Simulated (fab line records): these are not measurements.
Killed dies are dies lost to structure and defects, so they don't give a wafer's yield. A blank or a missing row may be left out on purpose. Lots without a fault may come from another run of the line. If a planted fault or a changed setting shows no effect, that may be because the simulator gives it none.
fab line records	flow n5-finfet
record: lots: 5	wafers: 15	last-day: 15
route steps=1938 shown HKMG_FIN@401 BEOL_M4@1111 PASSIVATION@1936
lots that met no fault: taken from a fault-free run of the same line
start-h: hours from the record's first day to the start of the lot's first wafer shown	wait-h: time in hours since the lot's previous step	" same as the row above	L1.1+2: a row that stands for several wafers	- either no value or no given start	* or withheld: withheld	< > ~ a bound
route shown NAME@n: a module of which the file shows steps, and the number in the route of the first	usual: mean and standard deviation over wafers with no fault	same: alike in all rows	chamber/n: place in a boat	sites: each site's reading	_std_site: standard deviation of those values	_edge_site: outer sites' mean less inner sites'	radius-mm: for every site, how far away it sits from the centre of the wafer	mask NAME#n: copy n	behind: the most recent tool/chamber to have shaped the wafer	hold: what put the lot on hold/how long, in hours/how the hold closed	device: the n, p or np transistor that did not switch	end of line: the same wafers' tests at the end of the route	where a step has no rows: the recipe by itself	killed: not the wafer's yield, but the dies lost to structure and defects at the first sort	map: the dies of a wafer, with x for killed, . for not killed, _ for no die there
set.NAME: setting as actually run; set.NAME@STEP: the setting as run at that earlier step	model.NAME: the simulator's own value behind a step, which no gauge read
certain route steps with their lots: each step a table, each wafer a row
services: a tool's chamber out of use, with start hour (start-h, from the record's first day; less than 0 if before it), hours out, and reason
== steps ==
step: N5_HKMG_FIN_DESCUM_53
recipe: chemistry: O2	time-s: 7.9	source-power-w: 50	bias-power-w: 20	pressure-mtorr: 20	rf-frequency-hz: 2.712e+07	temp-c: 40	resist: CAR-ArF	o2-flow-sccm: 225
step: N5_HKMG_FIN_ETCH_54
recipe: chemistry: CF4	target: SiARC	target-depth-a: 455	mask-material: CAR-ArF	time-s: 75.8	ion-energy-ev: 80	pressure-mtorr: 40	source-w: 545	bias-w: 36	Ar_flow_sccm: 100	cf4-flow-sccm: 100	ends: cleared
step: N5_HKMG_FIN_ETCH_55
recipe: chemistry: N2/H2	target: SOC	target-depth-a: 2400	temp-c: 40	time-s: 300	ion-energy-ev: 200	mask-material: SiARC	pressure-mtorr: 30	source-w: 840	bias-w: 150	n2-flow-sccm: 200	h2-flow-sccm: 200
step: N5_HKMG_FIN_STRIP_56
recipe: chemistry: N2/H2	temp-c: 40	n2-flow-sccm: 200	h2-flow-sccm: 200	rf-frequency-hz: 6e+07
step: N5_HKMG_FIN_STRIP_57
recipe: chemistry: CF4	resist: SiARC	power-w: 300	bias-power-w: 75	pressure-mtorr: 50	cf4-flow-sccm: 150	rf-frequency-hz: 6e+07
step: N5_HKMG_FIN_ETCH_58
recipe: chemistry: N2/H2	target: SOC	target-depth-a: 2158	ion-energy-ev: 50	bias-w: 13	time-s: 741	pressure-mtorr: 30	source-w: 875	n2-flow-sccm: 200	h2-flow-sccm: 200
step: N5_HKMG_FIN_STRIP_93
recipe: chemistry: N2/H2	material: SOC	time-s: 20	power-w: 500	temp-c: 40	pressure-mtorr: 50	rf-frequency-hz: 6e+07	bias-power-w: 8	h2-frac: 0.5	n2-flow-sccm: 300	h2-flow-sccm: 300
step: N5_HKMG_FIN_WET_ETCH_76
recipe: chemistry: dNH4OH	mix: 1:50	temp-c: 25	target: Al2O3	stop-on: La2O3	target-depth-nm: 2.25	dry: ipa-marangoni	rinse-time-s: 30	rinse-temp-c: 23
step: N5_HKMG_FIN_STRIP_60
recipe: chemistry: N2/H2	power-w: 2500	temp-c: 300	h2-frac: 0.65	time-s: 360	pressure-mtorr: withheld	n2-flow-sccm: 1750	h2-flow-sccm: 3250
step: N5_HKMG_FIN_WET_ETCH_77
recipe: chemistry: dHCl	mix: 1:10000	temp-c: 25	target: La2O3	stop-on: HfO2	target-depth-nm: 2
step: N5_HKMG_FIN_WET_ETCH_78
recipe: chemistry: dNH4OH	mix: 1:50	temp-c: 25	target: Al2O3	stop-on: La2O3	target-depth-nm: 4.5	dry: ipa-marangoni	rinse-time-s: 30	rinse-temp-c: 23
step: N5_HKMG_FIN_ALD_79
recipe: material: TiN	target-thk-a: 15	temp-c: 400	ald-precursor-family: TiCl4	ald-co-reactant: NH3	pulse-time-s: 1	purge-time-s: 3	co-reactant-purge-time-s: 2	co-reactant-pulse-time-s: 2	ald-cycles: 68	pressure-torr: 3
usual: ald-cycles: 68/0	chamber-pressure-Torr: 3.001/0.0063	co-reactant-pulse-time-s: 2/0	heater-power-outer-w: 543/64	heater-power-w: 897/100	precursor-pulse-height-rel: 1.002/0.021
lot.wafer	tool	chamber	start-h	wait-h	ald-cycles	chamber-pressure-Torr	co-reactant-pulse-time-s	heater-power-outer-w	heater-power-w	precursor-pulse-height-rel	since-wet-clean-h
L912.2	ald-metal-04	0	109.10	0.0	68	3.016	2	560	850	1.025	5926
L912.5	"	3	"	"	68	3.002	2	538	889	1.041	-
L912.6	"	2	"	"	68	3.004	2	454	773	1.022	-
L915.2	ald-metal-04	2	127.95	0.0	-	-	-	-	-	-	-
L915.4	"	3	"	"	-	-	-	-	-	-	-
L915.5	"	1	"	"	-	-	-	-	-	-	-
L916.2	ald-metal-01	1	136.17	0.0	-	-	-	-	-	-	-
L916.5	"	2	"	"	-	-	-	-	-	-	-
L916.6	"	0	"	"	-	-	-	-	-	-	-
L918.3	ald-metal-01	3	145.65	0.0	-	-	-	-	-	-	-
L918.4	"	0	"	"	-	-	-	-	-	-	-
L918.5	"	1	"	"	-	-	-	-	-	-	-
L919.1	ald-metal-04	1	151.74	0.0	68	3.001	2	516	818	1.000	5969
L919.2	"	3	"	"	68	3.000	2	541	909	0.974	5969
L919.4	"	2	"	"	68	3.012	2	457	727	0.999	5969
step: N5_HKMG_FIN_CVD_62
recipe: material: a-Si	target-thk-a: 30	temp-c: 500	precursor: Si2H6	pressure-torr: 1	time-s: 20.8
step: N5_HKMG_FIN_RTA_80
recipe: temp-c: withheld	time-s: 2	ambient: N2	idle-temp-c: 600	ramp-up-c-per-s: 150	ramp-down-c-per-s: 60	cool-to-c: 600
step: N5_HKMG_FIN_PRECLEAN_64
recipe: chemistry: dHF	time-s: 30	temp-c: 25	dilution: withheld
step: N5_HKMG_FIN_WET_ETCH_65
recipe: chemistry: TMAH	temp-c: 70	conc-wt-pct: 5	target: a-Si	stop-on: TiN	time-s: 49	target-depth-nm: 3
step: N5_HKMG_FIN_WET_ETCH_81
recipe: chemistry: SC1	target: TiN	stop-on: HfO2	mix: 1:1:5	temp-c: 60	time-s: 57	target-depth-nm: 6
step: N5_HKMG_FIN_WET_ETCH_82
recipe: chemistry: dHCl	mix: 1:10000	temp-c: 25	target: La2O3	stop-on: HfO2	target-depth-nm: 2	dry: ipa-marangoni	rinse-time-s: 30	rinse-temp-c: 23
step: N5_HKMG_FIN_ALD_36
recipe: material: TiN	target-thk-a: 10	temp-c: 400	ald-precursor-family: TiCl4	ald-co-reactant: NH3	pulse-time-s: 1	purge-time-s: 3	co-reactant-purge-time-s: 2	co-reactant-pulse-time-s: 2	ald-cycles: 47	pressure-torr: 3
step: N5_HKMG_FIN_PWFM_ALD_03
recipe: material: TiN	target-thk-a: 20	temp-c: 400	ald-precursor-family: TiCl4	ald-co-reactant: NH3	pulse-time-s: 1	purge-time-s: 3	co-reactant-purge-time-s: 2	co-reactant-pulse-time-s: 2	ald-cycles: 91	pressure-torr: 3
step: N5_HKMG_FIN_COAT_29
recipe: resist: SOC	temp-c: 250	time-s: 60	spin-rpm: 1500	resist-thk-nm: 300
step: N5_HKMG_FIN_COAT_30
recipe: resist: SiARC	temp-c: 220	time-s: 60	spin-rpm: 1500	resist-thk-nm: 35
step: N5_HKMG_FIN_COAT_06
recipe: resist: CAR-ArF	spin-rpm: 1500	resist-thk-nm: 90
step: N5_HKMG_FIN_EBR_08
recipe: solvent: PGMEA	ebr-width-mm: 1.5
step: N5_HKMG_FIN_SOFTBAKE_07
recipe: temp-c: 110	time-s: 60	resist: CAR-ArF
step: N5_HKMG_FIN_EXPOSE_09
recipe: mask-id: NWFM	na: 1.35	source-shape: conventional	sigma-outer: 0.8	polarization: unpolarized	dose-mj: 39.25
step: N5_HKMG_FIN_PEB_10
recipe: peb-temp-c: withheld	peb-time-s: 60	resist: CAR-ArF
step: N5_HKMG_FIN_DEVELOP_11
recipe: develop-time-s: 30	developer: TMAH	resist: CAR-ArF	dev-temp-c: 23	rinse-liquid: diw	dry: air-spin
step: N5_HKMG_FIN_DESCUM_17
recipe: chemistry: O2	time-s: 7.9	source-power-w: 50	bias-power-w: 20	pressure-mtorr: 20	rf-frequency-hz: 2.712e+07	temp-c: 40	resist: CAR-ArF	o2-flow-sccm: 225
step: N5_HKMG_FIN_ETCH_31
recipe: chemistry: CF4	target: SiARC	target-depth-a: 455	mask-material: CAR-ArF	time-s: 75.8	ion-energy-ev: 80	pressure-mtorr: 40	source-w: 545	bias-w: 36	Ar_flow_sccm: 100	cf4-flow-sccm: 100	ends: cleared
step: N5_HKMG_FIN_ETCH_32
recipe: chemistry: N2/H2	target: SOC	target-depth-a: 2400	temp-c: 40	time-s: 300	ion-energy-ev: 200	mask-material: SiARC	pressure-mtorr: 30	source-w: 840	bias-w: 150	n2-flow-sccm: 200	h2-flow-sccm: 200
step: N5_HKMG_FIN_STRIP_33
recipe: chemistry: N2/H2	temp-c: 40	n2-flow-sccm: 200	h2-flow-sccm: 200	rf-frequency-hz: 6e+07
step: N5_HKMG_FIN_STRIP_34
recipe: chemistry: CF4	resist: SiARC	power-w: 300	bias-power-w: 75	pressure-mtorr: 50	cf4-flow-sccm: 150	rf-frequency-hz: 6e+07
step: N5_HKMG_FIN_ETCH_35
recipe: chemistry: N2/H2	target: SOC	target-depth-a: 2158	ion-energy-ev: 65	bias-w: 5	source-w: 3000	time-s: 243.4	pressure-mtorr: 30	n2-flow-sccm: 200	h2-flow-sccm: 200
step: N5_HKMG_FIN_STRIP_92
recipe: chemistry: N2/H2	material: SOC	time-s: 20	power-w: 500	temp-c: 40	pressure-mtorr: 50	rf-frequency-hz: 6e+07	bias-power-w: 8	h2-frac: 0.5	n2-flow-sccm: 300	h2-flow-sccm: 300
step: N5_HKMG_FIN_WET_ETCH_18
recipe: chemistry: SC1	target: TiN	mix: 1:1:5	temp-c: *	time-s: 55	target-depth-nm: 5.2	dry: ipa-marangoni	rinse-time-s: 30	rinse-temp-c: 23
step: N5_HKMG_FIN_STRIP_19
recipe: chemistry: N2/H2	power-w: 2500	temp-c: 300	h2-frac: 0.65	time-s: 360	pressure-mtorr: withheld	n2-flow-sccm: 1750	h2-flow-sccm: 3250
step: N5_BEOL_M4_RC_MEAS_101
usual: DIBL_N: 36.1/1.3	DIBL_P: 36.1/1.7	EOT_N: 10.52/0.075	EOT_P: 10.47/0.082	IGATE_N: 0.0129/0.0015	IGATE_P: 0.0038/0.00045	IOFF_N: 0.154/0.022	IOFF_N_85C: 3.0/0.36	IOFF_N_LIN: 0.072/0.0088	IOFF_N_LONG: 5.47e-05/2.6e-06	IOFF_P: 0.201/0.024	IOFF_P_85C: 3.5/0.36	IOFF_P_LIN: 0.096/0.0093	IOFF_P_LONG: 0.000102/7.6e-06	ION_N: 675/8.9	ION_P: 462/5.9	SS_N: 71.5/0.49	SS_P: 73.3/0.58	VT_N: 250.0/2.7	VT_N_LONG: 275.2/1.9	VT_N_LVT: 98.5/2.8	VT_P: -251.3/2.7	VT_P_LONG: -276.1/2.9	VT_P_LVT: -99.6/1.9
lot.wafer	tool	chamber	start-h	wait-h	DIBL_N[mV/V]	DIBL_P[mV/V]	EOT_N	EOT_P	IGATE_N[nA/um]	IGATE_P[nA/um]	IOFF_N[nA/um]	IOFF_N_85C[nA/um]	IOFF_N_LIN[nA/um]	IOFF_N_LONG[nA/um]	IOFF_P[nA/um]	IOFF_P_85C[nA/um]	IOFF_P_LIN[nA/um]	IOFF_P_LONG[nA/um]	ION_N[uA/um]	ION_P[uA/um]	SS_N[mV/dec]	SS_P[mV/dec]	VT_N[mV]	VT_N_LONG[mV]	VT_N_LVT[mV]	VT_P[mV]	VT_P_LONG[mV]	VT_P_LVT[mV]
L912.2	prober-01	0	199.62	0.2	36.3	37.4	10.65	10.61	0.0107	0.0031	0.155	3.0	0.072	5.84e-05	0.218	3.7	0.102	0.000111	670	463	71.5	73.2	250.4	271.7	97.6	-247.9	-271.3	-96.4
L912.5	"	0	"	"	35.3	36.5	10.46	10.63	0.0127	0.0037	0.149	2.9	0.071	5.87e-05	0.199	3.5	0.095	0.000106	679	465	70.7	72.7	250.7	271.1	96.0	-249.7	-274.4	-98.3
L912.6	"	0	"	"	36.4	36.4	10.43	10.43	0.0153	0.0044	0.146	2.9	0.068	5.88e-05	0.194	3.4	0.093	0.000107	670	464	71.3	72.7	251.9	272.8	97.2	-249.2	-272.9	-99.0
L915.2	prober-02	0	231.85	0.2	34.2	34.0	10.02	10.04	0.0647	0.0203	0.045	1.1	0.021	3.06e-05	0.006	0.2	0.003	4.2e-05	590	301	72.9	76.4	289.3	310.9	139.5	-355.3	-380.6	-208.5
L915.4	"	0	"	"	33.7	32.7	10.04	10.03	0.0604	0.0188	0.040	1.0	0.019	3.09e-05	0.005	0.2	0.003	4.5e-05	587	294	72.9	76.4	285.7	311.3	141.6	-359.5	-381.0	-210.0
L915.5	"	0	"	"	35.2	34.8	10.00	9.92	0.0634	0.0196	0.045	1.1	0.021	3.04e-05	0.007	0.2	0.003	4.4e-05	578	297	73.3	77.7	291.8	313.4	140.2	-359.6	-380.4	-205.3
L916.2	prober-01	0	234.62	0.2	35.3	34.5	10.11	10.00	0.0619	0.0194	0.038	1.0	0.019	2.92e-05	0.006	0.2	0.003	3.9e-05	579	296	73.3	76.3	289.7	313.0	143.4	-359.0	-379.9	-209.6
L916.5	"	0	"	"	35.5	34.6	10.11	10.05	0.0560	0.0174	0.039	1.0	0.018	2.95e-05	0.006	0.2	0.003	4e-05	572	289	72.6	76.9	294.7	313.1	143.2	-359.6	-380.1	-208.5
L916.6	"	0	"	"	34.5	33.7	10.18	10.17	0.0486	0.0152	0.035	0.9	0.017	2.97e-05	0.006	0.2	0.003	4.8e-05	572	296	73.2	76.2	292.4	316.3	143.3	-358.0	-380.6	-207.8
L919.1	prober-01	0	256.29	0.0	35.1	35.0	10.65	10.57	0.0114	0.0034	0.157	3.0	0.072	5.54e-05	0.187	3.2	0.088	9.9e-05	680	456	71.3	73.0	247.9	273.0	96.5	-253.6	-277.9	-99.5
L919.2	"	0	"	"	33.0	32.6	10.65	10.46	0.0115	0.0034	0.118	2.4	0.057	5.5e-05	0.159	2.8	0.078	0.000101	668	460	70.3	72.2	255.4	274.5	101.3	-255.8	-278.3	-102.1
L919.4	"	0	"	"	34.9	34.5	10.51	10.42	0.0166	0.0049	0.144	2.9	0.067	5.61e-05	0.178	3.1	0.085	9.9e-05	672	455	71.4	73.2	250.3	276.1	98.2	-252.6	-275.5	-100.4
L918.3	prober-01	0	259.90	0.3	37.0	35.6	10.09	10.04	0.0572	0.0180	0.052	1.2	0.023	3.17e-05	0.007	0.2	0.003	4.6e-05	587	297	73.0	77.4	288.0	314.9	136.3	-354.7	-378.1	-205.0
L918.4	"	0	"	"	33.8	32.3	9.90	9.88	0.0759	0.0240	0.036	0.9	0.017	3.18e-05	0.005	0.2	0.003	4.4e-05	589	298	71.9	76.2	295.2	310.8	141.8	-359.3	-379.7	-204.9
L918.5	"	0	"	"	34.5	33.0	10.13	9.99	0.0583	0.0186	0.039	1.0	0.019	3.19e-05	0.006	0.2	0.003	4.4e-05	581	299	72.2	75.4	291.1	311.7	140.5	-356.0	-378.3	-207.8
step: N5_PASSIVATION_PROBE_49
usual: defect-limited-yield: 90.9/1.3	killed_at_M0_to_M3: 35/10	killed_at_M4_up: 15/5.7	killed-at-contacts: 14/6.4	killed-at-front-end: 40/11	killed-at-other: 4/3.1	killed-dies: 108/16	killed-on-rim: 14/3.6	killed-open: 71/11	killed-short: 34/7.7	sort_bin_5_function: 5.4/0.9	sort_bin_6_memory: 3.4/0.61	sort_bin_8_speed: 0/0	sort-n-pass: 1072/16	sort-yield-pct: 90.9/1.3
same: gross-dies: 1180	killed-at-back-side: 0	sort_bin_4_leakage[%]: 0
lot.wafer	tool	chamber	start-h	wait-h	defect-limited-yield[%]	killed_at_M0_to_M3	killed_at_M4_up	killed-at-contacts	killed-at-front-end	killed-at-other	killed-dies	killed-on-rim	killed-open	killed-short	sort_bin_5_function[%]	sort_bin_6_memory[%]	sort_bin_8_speed[%]	sort-n-pass	sort-yield-pct[%]
L912.2	prober-01	-	299.84	0.1	89.8	35	18	16	46	5	120	16	78	41	6.3	3.6	0	1060	89.8
L912.5	prober-01	-	299.99	0.2	88.6	29	18	30	51	7	135	10	91	44	7.4	3.7	0	1045	88.6
L912.6	prober-01	-	300.04	0.3	90.1	29	7	27	53	1	117	10	78	39	5.2	4.6	0	1063	90.1
L915.2	prober-02	-	337.91	0.1	61.1	39	5	15	398	2	459	15	68	25	35.8	2.6	61.10	0	0
L915.4	prober-02	-	338.01	0.2	57.4	66	20	22	392	3	503	118	90	50	38.5	3.6	57.37	0	0
L915.5	prober-02	-	338.06	0.2	59.4	29	16	11	418	5	479	125	65	30	37.6	2.8	59.41	0	0
L916.2	prober-02	-	354.93	0.1	57.7	40	8	9	436	6	499	73	77	46	38.6	3.4	57.71	0	0
L916.5	prober-02	-	355.08	0.2	60.6	32	10	8	412	3	465	16	68	36	35.3	3.6	60.59	0	0
L916.6	prober-02	-	355.13	0.3	59.7	29	4	8	429	6	476	115	60	36	36.9	3.0	59.66	0	0
L919.1	prober-01	-	364.16	0.0	90.1	48	16	10	43	0	117	17	75	36	6.1	3.1	0	1063	90.1
L919.2	prober-01	-	364.21	0.1	91.5	26	15	5	46	8	100	16	64	36	5.3	2.8	0	1080	91.5
L919.4	prober-01	-	364.31	0.2	91.4	36	10	8	42	5	101	10	72	29	5.3	2.7	0	1079	91.4
L918.3	prober-01	-	364.87	0.1	58.8	32	25	12	415	2	486	18	80	33	36.9	4.1	58.81	0	0
L918.4	prober-01	-	364.92	0.2	58.5	31	19	18	419	3	490	111	73	29	38.1	3.4	58.47	0	0
L918.5	prober-01	-	364.97	0.2	59.2	25	18	15	422	1	481	67	68	24	37.2	3.1	59.24	0	0
killed by level:class
L912.2 BEOL_M1:geometric-particle:open=16 FIN_SAQP:geometric-particle:short=13 MOL_CONTACT_COAG:geometric-particle:open=12 STI_FIN_REVEAL:geometric-particle:open=9 BEOL_M3:geometric-particle:open=9 BEOL_M4:geometric-particle:open=7 FIN_SAQP:geometric-particle:open=5 BEOL_M5:geometric-particle:open=5
L912.5 MOL_CONTACT_COAG:geometric-particle:open=22 FIN_SAQP:geometric-particle:open=15 STI_FIN_REVEAL:geometric-particle:open=13 FIN_SAQP:geometric-particle:short=11 BEOL_M4:geometric-particle:open=10 BEOL_M2:geometric-particle:open=9 MOL_CONTACT_COAG:geometric-particle:short=8 BEOL_M1:geometric-particle:open=5
L912.6 MOL_CONTACT_COAG:geometric-particle:open=23 FIN_SAQP:geometric-particle:open=14 FIN_SAQP:geometric-particle:short=13 BEOL_M2:geometric-particle:open=10 DUMMY_GATE:geometric-particle:open=5 BEOL_M0_SAQP:geometric-particle:open=5 STI_FIN_REVEAL:geometric-particle:short=4 STI_FIN_REVEAL:geometric-particle:open=4
L915.2 HKMG_FIN:area-ald=364 MOL_CONTACT_COAG:geometric-particle:open=14 STI_FIN_REVEAL:geometric-particle:open=12 BEOL_M0_SAQP:geometric-particle:open=9 BEOL_M0_SAQP:geometric-particle:short=7 BEOL_M3:geometric-particle:open=7 BEOL_M2:geometric-particle:open=6 FIN_SAQP:geometric-particle:open=5
L915.4 HKMG_FIN:area-ald=363 BEOL_M0_SAQP:geometric-particle:short=22 BEOL_M0_SAQP:geometric-particle:open=19 MOL_CONTACT_COAG:geometric-particle:open=17 BEOL_M3:geometric-particle:open=9 STI_FIN_REVEAL:geometric-particle:open=8 BEOL_M2:geometric-particle:open=7 BEOL_M4:geometric-particle:open=7
L915.5 HKMG_FIN:area-ald=381 STI_FIN_REVEAL:geometric-particle:open=11 MOL_CONTACT_COAG:geometric-particle:open=10 FIN_SAQP:geometric-particle:short=7 BEOL_M4:geometric-particle:open=7 BEOL_M0_SAQP:geometric-particle:short=6 BEOL_M0_SAQP:geometric-particle:open=6 BEOL_M2:geometric-particle:open=5
L916.2 HKMG_FIN:area-ald=375 FIN_SAQP:geometric-particle:open=13 FIN_SAQP:geometric-particle:short=10 BEOL_M0_SAQP:geometric-particle:short=10 BEOL_M3:geometric-particle:open=10 STI_FIN_REVEAL:geometric-particle:open=9 MOL_CONTACT_COAG:geometric-particle:open=9 BEOL_M2:geometric-particle:open=7
L916.5 HKMG_FIN:area-ald=361 FIN_SAQP:geometric-particle:short=12 FIN_SAQP:geometric-particle:open=10 GATE_CUT:geometric-particle:open=9 MOL_CONTACT_COAG:geometric-particle:open=8 BEOL_M2:geometric-particle:open=6 STI_FIN_REVEAL:geometric-particle:open=5 BEOL_M0_SAQP:geometric-particle:short=5
L916.6 HKMG_FIN:area-ald=377 FIN_SAQP:geometric-particle:short=16 FIN_SAQP:geometric-particle:open=9 MOL_CONTACT_COAG:geometric-particle:open=8 BEOL_M2:geometric-particle:open=7 BEOL_M3:geometric-particle:open=7 STARTING-WAFER:geometric-particle:short=5 STI_FIN_REVEAL:geometric-particle:open=4
L919.1 BEOL_M0_SAQP:geometric-particle:open=22 FIN_SAQP:geometric-particle:open=13 BEOL_M0_SAQP:geometric-particle:short=13 MOL_CONTACT_COAG:geometric-particle:open=7 STI_FIN_REVEAL:geometric-particle:open=6 BEOL_M4:geometric-particle:open=6 HKMG_FIN:area-etch=6 BEOL_M2:geometric-particle:short=5
L919.2 FIN_SAQP:geometric-particle:open=13 FIN_SAQP:geometric-particle:short=10 BEOL_M0_SAQP:geometric-particle:open=7 BEOL_M3:geometric-particle:open=6 MOL_CONTACT_COAG:geometric-particle:open=5 BEOL_M4:geometric-particle:open=5 SPACER0:geometric-particle:short=4 STARTING-WAFER:geometric-particle:short=4
L919.4 STI_FIN_REVEAL:geometric-particle:open=10 BEOL_M3:geometric-particle:open=10 BEOL_M2:geometric-particle:open=8 FIN_SAQP:geometric-particle:open=7 BEOL_M0_SAQP:geometric-particle:open=7 FIN_SAQP:geometric-particle:short=6 MOL_CONTACT_COAG:geometric-particle:open=5 BEOL_M4:geometric-particle:open=5
L918.3 HKMG_FIN:area-ald=373 FIN_SAQP:geometric-particle:open=13 BEOL_M4:geometric-particle:open=13 MOL_CONTACT_COAG:geometric-particle:open=9 BEOL_M2:geometric-particle:open=9 FIN_SAQP:geometric-particle:short=7 STI_FIN_REVEAL:geometric-particle:open=6 BEOL_M0_SAQP:geometric-particle:open=6
L918.4 HKMG_FIN:area-ald=388 MOL_CONTACT_COAG:geometric-particle:open=16 BEOL_M3:geometric-particle:open=13 BEOL_M4:geometric-particle:open=11 BEOL_M2:geometric-particle:open=7 FIN_SAQP:geometric-particle:open=6 FIN_SAQP:geometric-particle:short=5 BEOL_M4:geometric-particle:short=4
L918.5 HKMG_FIN:area-ald=389 MOL_CONTACT_COAG:geometric-particle:open=13 FIN_SAQP:geometric-particle:open=10 FIN_SAQP:geometric-particle:short=10 BEOL_M3:geometric-particle:open=8 BEOL_M4:geometric-particle:open=7 BEOL_M1:geometric-particle:open=5 BEOL_M4:geometric-particle:short=5
map L915.4 (x killed, . not)
_________________xxxxxxx.xxx.________________
______________xxx.xx.xxx.x.x.x.x_____________
___________x.xx.xx.x.xxxx.x..x.x.x.__________
__________xxx.xx.xxxx....x..x.xxxxx._________
________xxxxx.xxxx.x.x.x.......x.x...x_______
_______xxxxx...x..xx.x...........x.x.xx______
______xxxxxxxx...x...x.........x.xxx..x._____
_____x.xxxxx.xxxxxx.x...x.........xx..x..____
____xxx.....xx...x..............x..x....xx___
___xxxxxx.xxx...x.x.........xx.x..x...x..xx__
___xx.xxx....x......................x....xx__
__xx.x.x..xx..x........x..x....x....x.x...x._
__.xx...xx.x..x....xxx...xx.....x.....x.x.xx_
_xxxxxxxx...x.x.......................xx.x.xx
_xxxxxxxx.......x........x...x.....x.x..xxxxx
_xxxxxx.x.xx...x..x..........xx....x.x.xx.x..
_xxx.x....x........x..x............x....xxxx.
_xxxxxx.xx..x..x.....x....x...........x..x.xx
_xxx.xx.xx.x..........x........xx.x.x.x.x.xx.
_xxxxxx.x.....................x...........x.x
_.xxxxxx..x........x.....x.x....x.......xxxxx
__.xx.xx.xx..x....x...x...xx...x....x..x.x.x_
__xxxxx.xxx...x...x.x.......x.xx.x..x..x..x._
___xx...x.xx......x..xx.......x...xx.x..xxx__
___xx.xxxx.xx.............xxxx.x..x.x..xxx.__
____x.xx.x.x.xx............xx........xxxxx___
_____xxxx.......xx.x..xxx.x.....x...x.x..____
______xxxxx..x.x...x..x...x.....x.x.xxxx_____
_______xxx.xxxx..xxx.x..x.x....x.x.xxxx______
________xxxx.x.xxxxx.x.....x.xx..xxxxx_______
__________xx.xxx..xx....x.x.x..x.xxx_________
___________xxxxx.xxx.x.xx..xxxxxxxx__________
______________xx.xxxxxxx.x.xxxxx_____________
_________________..xxx.x.xx..________________
map L916.2 (x killed, . not)
_________________xxxxxx.xxxxx________________
______________.xxxx.xxxxxxxxxxxx_____________
___________xxxxxxxxxxxxxxxxxxxxx.xx__________
__________xxxxxx.xxxxxxxxxxx.x.x..x._________
________xxxxxxxx..xxx.xxxxx.xx..x.xx.x_______
_______xxx.x.xxxxx..xxxxx.xx..x.xxxx.xx______
______xxxxx.xxxxx.x..xxx.xxxxxxx.xxxxxxx_____
_____.xxxxxxxxxxxxx..x.xxxxx.xxxx..xx.xxx____
____xxxxx.xx.x.xxxxxxxx.xxx.xx.xx.xxxxxxx.___
___xx..xx.xxxxxxxx.x.xx.x.xx.x.xxxxxxx.xxxx__
___x.xxx...x..xx.xxx..xxx..x..x.xx.x...xx..__
__xx..x....x.xxx.x.xx.x.x.x..xx..xxx...x..x._
__...xxx.x.xxxx...xxx.x...x.xx...x...xx..x.._
_.xxxxxxxxx..x...x.xxxxx...xxx....xxxxx..x.xx
_.xx..xx....xx.xxxx......x..xx......xx.x.x.x.
_x.x..x..xxx.x...x....xx....xx.x.............
_...x.xx..xx....x.xxxx...x....x.x.xx....x...x
_xx...xx..x......xx.xx..x.....xx..x......x.xx
_......x.x.x.xx...xxxx.........xx.xxx..xx...x
_...x..............x.xxx..xxx........x....x.x
_...xx.....x.xx.xxx..xx..x...x...x.x.xx..x.xx
__x.........x......x....x..xx.x..xxx.x....x._
__..x.xx..x..x......x.......xx...x...x...x.._
___....xxx.xx.x....x........xx.............__
___....x..x..x.........x........x.......x..__
____.x.x...xx...x......x........x.........___
_____............xx.x..x.xx..........x...____
______.x.............x.............x...._____
_______..........................x.....______
________....x....x.....x............x._______
__________...xx.x........xx........._________
___________.x........x.......x.....__________
______________.x....x..........._____________
_________________..x.........________________
== services ==
tool	chamber	start-h	hours	kind
ald-metal-04	3	119.15	3.5	repair
ald-metal-01	3	130.16	13.0	repair
== key ==
first-sign: step: N5_HKMG_FIN_ALD_79	reading: tool-record	direction: missing
effect: step: N5_BEOL_M4_RC_MEAS_101	reading: VT_P_LVT	direction: down	sigmas: 57	usual: -99.6	struck: -207.5
effect: step: N5_BEOL_M4_RC_MEAS_101	reading: VT_P	direction: down	sigmas: 40	usual: -251.3	struck: -357.9
effect: step: N5_BEOL_M4_RC_MEAS_101	reading: VT_P_LONG	direction: down	sigmas: 36	usual: -276.1	struck: -379.9
effect: step: N5_BEOL_M4_RC_MEAS_101	reading: IGATE_P	direction: up	sigmas: 34	usual: 0.0038	struck: 0.0190
effect: step: N5_BEOL_M4_RC_MEAS_101	reading: IGATE_N	direction: up	sigmas: 33	usual: 0.0129	struck: 0.0607
effect: step: N5_BEOL_M4_RC_MEAS_101	reading: ION_P	direction: down	sigmas: 28	usual: 462	struck: 296
effect: step: N5_BEOL_M4_RC_MEAS_101	reading: VT_N_LONG	direction: up	sigmas: 20	usual: 275.2	struck: 312.8
effect: step: N5_BEOL_M4_RC_MEAS_101	reading: VT_N	direction: up	sigmas: 15	usual: 250.0	struck: 290.9
effect: step: N5_BEOL_M4_RC_MEAS_101	reading: VT_N_LVT	direction: up	sigmas: 15	usual: 98.5	struck: 141.1
effect: step: N5_BEOL_M4_RC_MEAS_101	reading: ION_N	direction: down	sigmas: 10	usual: 675	struck: 582
effect: step: N5_BEOL_M4_RC_MEAS_101	reading: IOFF_P_LIN	direction: down	sigmas: 10	usual: 0.096	struck: 0.003
effect: step: N5_BEOL_M4_RC_MEAS_101	reading: IOFF_N_LONG	direction: down	sigmas: 9.4	usual: 5.47e-05	struck: 3.06e-05
effect: step: N5_PASSIVATION_PROBE_49	reading: sort_bin_8_speed	direction: up	sigmas: 99+	usual: 0	struck: 59.15
more-kills-born-at: N5_HKMG_FIN_ALD_79@ald-metal-01: 2263	N5_HKMG_FIN_ALD_79@ald-metal-04: 1108
met-at N5_HKMG_FIN_ALD_79
struck-wafers L915.2,L915.4,L915.5,L916.2,L916.5,L916.6,L918.3,L918.4,L918.5
onset-between 109.10 127.95
fault: kind: skipped-step-whole	tool: ald-metal-01,ald-metal-04	chamber: -	onset-h: 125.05	steps: N5_HKMG_FIN_ALD_79	scope: struck-lots-only
